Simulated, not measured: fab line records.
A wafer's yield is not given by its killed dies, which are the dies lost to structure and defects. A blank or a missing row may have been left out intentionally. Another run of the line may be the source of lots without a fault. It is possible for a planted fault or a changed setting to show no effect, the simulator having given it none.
fab line records -- flow n5Finfet -- part 2 of 2: steps 5 to 6 of 6
record lots=23, wafers=69, lastDay=20
route steps=1938 shown BEOL_M7@1321 BEOL_M8@1336
lots with no fault: from the same line, run without faults
startH: start of the lot's first displayed wafer, in hours after the record's first day -- waitH: time in hours since the lot's previous step -- " same as the row above -- L1.1+2: a row that stands for several wafers -- - no value, or no start given -- * or withheld: withheld -- < > ~ a bound
route shown NAME@n: NAME is a module with steps in the file, n the number in the route of the first one -- usual: mean/standard deviation taken from wafers without a fault -- same: alike in all rows -- chamber/n: place in a boat -- sites: the reading at each site -- _std_site: how widely they spread, as a standard deviation -- _edge_site: the outer-site mean with the inner-site mean subtracted -- radiusMm: for every site, how far away it sits from the centre of the wafer -- mask NAME#n: copy n -- behind: the tool/chamber that last shaped the wafer -- hold: why the lot went on hold/how many hours it stayed there/how the hold came to an end -- device: transistor that didn't switch, given as n, p or np -- end of line: the tests these same wafers got at the end of their route -- a step with no rows: only its recipe -- killed: not the wafer's yield, but the dies lost to structure and defects at the first sort -- map: the dies of a wafer, with x for killed, . for not killed, _ for no die there
set.NAME: the setting as run; set.NAME@STEP: as run at that earlier step -- model.NAME: the simulator's own value behind a step, which no gauge read
route steps across a sampled set of lots; one table per step, one row per wafer
services: from which hour (startH, from the record's first day; less than 0 if before it) a tool's chamber was out of use, for how many hours, and why
## steps
# step N5_BEOL_M8_VIA_ETCH_34
# recipe chemistry=C4F6/O2, target=SiCOH_lowk, targetDepthA=1255, maskMaterial=SOC, taperDeg=4, timeS=50.5, ionEnergyEv=250, pressureMtorr=30, sourceW=345, biasW=185, Ar_flow_sccm=300, C4F6_flow_sccm=10, O2_flow_sccm=10
# usual drypumpMotorCurrentA=5.6/0.4, oes_o_777_au=0.79/0.078, oesProductAu=0.79/0.083, rfVppV=664/11, showerheadPlenumPTorr=2.87/0.094, throttleValvePct=20.82/0.17
lot.wafer,tool,chamber,startH,waitH,drypumpMotorCurrentA,oes_o_777_au,oesProductAu,rfHoursCounterH,rfVppV,showerheadPlenumPTorr,throttleValvePct
L074.4,rieDiel-02,1,222.92,0.0,5.7,0.78,0.77,148,666,2.75,20.85
L074.5,rieDiel-02,1,222.92,0.0,5.7,0.79,0.78,-,664,2.75,20.85
L074.6,rieDiel-02,0,222.92,0.0,5.3,0.72,0.73,-,656,2.84,20.87
L075.2,rieDiel-04,2,223.29,0.0,5.8,0.81,0.81,85,653,2.79,20.81
L075.4,rieDiel-04,3,223.29,0.0,5.8,0.72,0.72,-,660,2.86,20.90
L075.6,rieDiel-04,0,223.29,0.0,5.7,0.89,0.90,-,680,2.99,20.54
L076.1,rieDiel-04,0,229.61,0.0,5.7,0.88,0.89,42,679,2.99,20.57
L076.2,rieDiel-04,2,229.61,0.0,5.8,0.81,0.80,89,653,2.79,20.83
L076.5,rieDiel-04,3,229.61,0.0,5.8,0.72,0.73,-,659,2.85,20.90
L079.1,rieDiel-04,0,236.03,0.0,5.7,0.88,0.89,45,680,2.99,20.54
L079.2,rieDiel-04,2,236.03,0.0,5.8,0.80,0.81,93,651,2.79,20.84
L079.6,rieDiel-04,0,236.03,0.0,5.7,0.88,0.89,-,680,2.99,20.55
L077.1,rieDiel-01,2,254.20,0.0,6.4,0.83,0.83,71,684,3.02,20.88
L077.3,rieDiel-01,0,254.20,0.0,4.9,0.70,0.71,218,677,2.83,21.03
L077.5,rieDiel-01,0,254.20,0.0,4.9,0.70,0.70,-,677,2.83,21.06
L078.2,rieDiel-04,2,254.44,0.0,5.8,0.80,0.79,101,653,2.78,20.86
L078.4,rieDiel-04,1,254.44,0.0,6.4,0.71,0.70,237,642,2.91,21.04
L078.5,rieDiel-04,0,254.44,0.0,5.7,0.86,0.87,-,679,2.98,20.58
L081.3,rieDiel-04,1,261.17,0.0,6.4,0.71,0.69,239,642,2.90,21.05
L081.4,rieDiel-04,2,261.17,0.0,5.8,0.80,0.79,103,654,2.78,20.83
L081.5,rieDiel-04,3,261.17,0.0,5.8,0.71,0.71,-,661,2.85,20.92
L080.1,rieDiel-04,2,269.66,0.0,5.8,0.79,0.79,106,653,2.78,20.85
L080.3,rieDiel-04,0,269.66,0.0,5.7,0.86,0.88,59,679,2.98,20.58
L080.6,rieDiel-04,3,269.66,0.0,5.8,0.71,0.71,-,660,2.85,20.94
L082.2,rieDiel-02,1,272.17,0.0,5.7,0.77,0.75,174,665,2.74,20.86
L082.3,rieDiel-02,0,272.17,0.0,5.3,0.71,0.70,226,654,2.83,20.91
L082.5,rieDiel-02,1,272.17,0.0,5.7,0.76,0.74,-,663,2.74,20.92
L083.1,rieDiel-01,1,272.29,0.0,5.3,0.90,0.91,15,673,2.78,20.67
L083.5,rieDiel-01,3,272.29,0.0,4.9,0.82,0.81,-,656,2.98,20.61
L083.6,rieDiel-01,2,272.29,0.0,6.4,0.82,0.83,-,682,3.02,20.90
L084.1,rieDiel-02,1,275.32,0.0,5.6,0.76,0.75,175,665,2.74,20.89
L084.3,rieDiel-02,0,275.32,0.0,5.3,0.71,0.71,227,655,2.83,20.90
L084.6,rieDiel-02,0,275.32,0.0,5.3,0.70,0.71,-,655,2.83,20.90
L085.1,rieDiel-01,2,281.50,0.0,6.4,0.82,0.83,80,683,3.01,20.87
L085.2,rieDiel-01,3,281.50,0.0,4.9,0.81,0.81,87,658,2.98,20.62
L085.6,rieDiel-01,3,281.50,0.0,4.9,0.81,0.82,-,658,2.98,20.62
L086.3,rieDiel-02,1,299.64,0.0,5.7,0.75,0.75,185,664,2.73,20.90
L086.4,rieDiel-02,0,299.64,0.0,5.3,0.71,0.70,236,655,2.83,20.92
L086.5,rieDiel-02,0,299.64,0.0,5.3,0.70,0.70,-,653,2.83,20.92
L087.3,rieDiel-04,3,306.46,0.0,5.8,0.69,0.70,212,659,2.84,20.95
L087.5,rieDiel-04,3,306.46,0.0,5.8,0.69,0.70,-,659,2.84,20.95
L087.6,rieDiel-04,0,306.46,0.0,5.7,0.84,0.84,-,680,2.97,20.59
L089.1,rieDiel-01,0,312.30,0.0,4.9,0.69,0.69,235,678,2.82,21.07
L089.3,rieDiel-01,2,312.30,0.0,6.4,0.81,0.82,89,684,3.01,20.89
L089.4,rieDiel-01,3,312.30,0.0,4.9,0.81,0.81,97,658,2.97,20.63
L090.2,rieDiel-04,2,312.47,0.0,5.7,0.78,0.77,123,652,2.77,20.88
L090.3,rieDiel-04,3,312.47,0.0,5.8,0.70,0.70,-,660,2.84,20.95
L090.4,rieDiel-04,2,312.47,0.0,5.8,0.77,0.77,-,652,2.77,20.89
L088.1,rieDiel-02,2,312.60,0.0,5.9,0.93,0.94,15,651,3.02,20.88
L088.2,rieDiel-02,3,312.60,0.0,5.7,0.90,0.90,28,666,2.93,20.53
L088.5,rieDiel-02,3,312.60,0.0,5.7,0.90,0.91,-,668,2.93,20.50
L092.2,rieDiel-01,3,320.51,0.0,4.9,0.80,0.79,100,657,2.97,20.63
L092.5,rieDiel-01,1,320.51,0.0,5.3,0.86,0.88,-,674,2.77,20.67
L092.6,rieDiel-01,2,320.51,0.0,6.4,0.81,0.81,-,683,3.01,20.90
L091.3,rieDiel-01,2,321.22,0.0,6.4,0.80,0.82,92,682,3.01,20.89
L091.5,rieDiel-01,1,321.22,0.0,5.3,0.87,0.89,-,672,2.77,20.69
L091.6,rieDiel-01,0,321.22,0.0,4.9,0.69,0.69,-,678,2.82,21.07
L093.1,rieDiel-02,1,333.87,0.0,5.7,0.76,0.73,192,662,2.73,20.91
L093.4,rieDiel-02,3,333.87,0.0,5.6,0.88,0.88,35,667,2.92,20.52
L093.5,rieDiel-02,1,333.87,0.0,5.6,0.75,0.73,-,664,2.73,20.90
L094.1,rieDiel-02,3,339.05,0.0,5.7,0.88,0.88,37,666,2.92,20.52
L094.5,rieDiel-02,3,339.05,0.0,5.7,0.87,0.89,-,665,2.92,20.54
L094.6,rieDiel-02,2,339.05,0.0,5.9,0.91,0.90,-,651,3.01,20.88
L096.1,rieDiel-01,0,365.44,0.0,4.9,0.68,0.68,254,678,2.81,21.09
L096.3,rieDiel-01,3,365.44,0.0,4.9,0.78,0.78,116,657,2.97,20.67
L096.5,rieDiel-01,0,365.44,0.0,4.9,0.68,0.68,-,677,2.81,21.10
L097.1,rieDiel-04,0,394.97,0.0,5.7,0.80,0.80,101,680,2.96,20.64
L097.2,rieDiel-04,3,394.97,0.0,5.8,0.68,0.68,241,661,2.83,20.98
L097.3,rieDiel-04,1,394.97,0.0,6.4,0.89,0.89,24,643,2.89,20.71
# step N5_BEOL_M8_PRE_CLEAN_45
# recipe gas=H2/He, timeS=30, tempC=250
# usual heaterPowerW=340/37, susceptorTempC=250.02/0.18
lot.wafer,tool,chamber,startH,waitH,heaterPowerW,susceptorTempC
L074.4,pvdSputter-03,-,224.08,0.0,316,250.17
L074.5,pvdSputter-03,-,224.08,0.0,325,250.06
L074.6,pvdSputter-03,-,224.08,0.0,310,249.65
L075.2,pvdSputter-03,-,224.32,0.0,305,250.11
L075.4,pvdSputter-03,-,224.32,0.0,318,250.34
L075.6,pvdSputter-03,-,224.32,0.0,382,249.94
L076.1,pvdSputter-01,-,231.33,0.0,336,250.11
L076.2,pvdSputter-01,-,231.33,0.0,343,250.01
L076.5,pvdSputter-01,-,231.33,0.0,349,250.05
L079.1,pvdSputter-01,-,236.84,0.0,386,249.90
L079.2,pvdSputter-01,-,236.84,0.0,355,250.05
L079.6,pvdSputter-01,-,236.84,0.0,345,250.01
L077.1,pvdSputter-02,-,255.14,0.0,323,249.80
L077.3,pvdSputter-02,-,255.14,0.0,394,250.07
L077.5,pvdSputter-02,-,255.14,0.0,275,250.33
L078.2,pvdSputter-02,-,255.56,0.0,271,250.08
L078.4,pvdSputter-02,-,255.56,0.0,325,250.19
L078.5,pvdSputter-02,-,255.56,0.0,320,250.11
L081.3,pvdSputter-03,-,262.26,0.0,323,250.01
L081.4,pvdSputter-03,-,262.26,0.0,313,249.85
L081.5,pvdSputter-03,-,262.26,0.0,316,250.17
L080.1,pvdSputter-02,-,270.57,0.0,336,250.09
L080.3,pvdSputter-02,-,270.57,0.0,261,249.92
L080.6,pvdSputter-02,-,270.57,0.0,391,250.16
L082.2,pvdSputter-02,-,273.09,0.0,272,250.01
L082.3,pvdSputter-02,-,273.09,0.0,315,250.03
L082.5,pvdSputter-02,-,273.09,0.0,312,249.74
L083.1,pvdSputter-02,-,273.39,0.0,394,250.09
L083.5,pvdSputter-02,-,273.39,0.0,327,250.20
L083.6,pvdSputter-02,-,273.39,0.0,314,250.07
L084.1,pvdSputter-03,-,276.38,0.0,310,250.03
L084.3,pvdSputter-03,-,276.38,0.0,314,250.25
L084.6,pvdSputter-03,-,276.38,0.0,388,250.13
L085.1,pvdSputter-01,-,282.48,0.0,376,249.66
L085.2,pvdSputter-01,-,282.48,0.0,340,250.38
L085.6,pvdSputter-01,-,282.48,0.0,392,249.95
L086.3,pvdSputter-02,-,300.46,0.0,387,250.00
L086.4,pvdSputter-02,-,300.46,0.0,330,250.17
L086.5,pvdSputter-02,-,300.46,0.0,331,249.95
L087.3,pvdSputter-03,-,307.55,0.0,312,250.01
L087.5,pvdSputter-03,-,307.55,0.0,310,249.87
L087.6,pvdSputter-03,-,307.55,0.0,382,250.23
L089.1,pvdSputter-03,-,313.22,0.0,310,250.07
L089.3,pvdSputter-03,-,313.22,0.0,315,249.73
L089.4,pvdSputter-03,-,313.22,0.0,379,250.03
L090.2,pvdSputter-01,-,313.69,0.0,386,249.91
L090.3,pvdSputter-01,-,313.69,0.0,374,250.07
L090.4,pvdSputter-01,-,313.69,0.0,343,250.12
L088.1,pvdSputter-03,-,313.74,0.0,310,250.00
L088.2,pvdSputter-03,-,313.74,0.0,317,250.46
L088.5,pvdSputter-03,-,313.74,0.0,379,250.17
L092.2,pvdSputter-02,-,321.37,0.0,272,249.77
L092.5,pvdSputter-02,-,321.37,0.0,314,249.31
L092.6,pvdSputter-02,-,321.37,0.0,390,249.68
L091.3,pvdSputter-02,-,322.03,0.0,398,250.03
L091.5,pvdSputter-02,-,322.03,0.0,389,250.04
L091.6,pvdSputter-02,-,322.03,0.0,319,249.67
L093.1,pvdSputter-01,-,334.75,0.0,349,250.03
L093.4,pvdSputter-01,-,334.75,0.0,380,249.76
L093.5,pvdSputter-01,-,334.75,0.0,379,249.76
L094.1,pvdSputter-02,-,339.88,0.0,317,249.96
L094.5,pvdSputter-02,-,339.88,0.0,397,250.08
L094.6,pvdSputter-02,-,339.88,0.0,265,250.11
L096.1,pvdSputter-03,-,366.43,0.0,307,250.14
L096.3,pvdSputter-03,-,366.43,0.0,319,250.01
L096.5,pvdSputter-03,-,366.43,0.0,314,249.96
L097.1,pvdSputter-03,-,396.19,0.0,323,249.82
L097.2,pvdSputter-03,-,396.19,0.0,309,250.31
L097.3,pvdSputter-03,-,396.19,0.0,318,249.92
## services
tool,chamber,startH,hours,kind
rieDiel-01,1,192.52,-,clean
rieDiel-01,1,192.52,-,consumableReplace:focusRing
rieDiel-01,-,218.42,14.6,pm
rieDiel-02,3,223.86,-,clean
rieDiel-02,3,223.86,-,consumableReplace:focusRing
rieDiel-02,2,244.49,-,clean
rieDiel-02,2,244.49,-,consumableReplace:focusRing
rieDiel-02,2,244.49,-,consumableReplace:showerhead
rieDiel-02,2,244.49,30.8,scheduledDown
rieDiel-02,2,244.49,30.8,ventCycle
rieDiel-02,1,300.39,15.4,repair
pvdSputter-02,-,301.83,7.9,repair
rieDiel-02,3,305.25,2.1,repair
rieDiel-04,1,308.27,2.9,repair
rieDiel-04,0,311.57,9.9,repair
rieDiel-02,0,338.41,-,clean
rieDiel-02,0,338.41,-,consumableReplace:focusRing
rieDiel-02,0,338.41,14.4,scheduledDown
rieDiel-04,3,346.23,10.6,repair
rieDiel-04,-,352.25,0.6,repair
rieDiel-01,0,371.46,2.1,repair
rieDiel-01,0,383.71,77.6,repair
rieDiel-02,0,389.92,9.1,repair
pvdSputter-02,-,394.40,1.9,repair
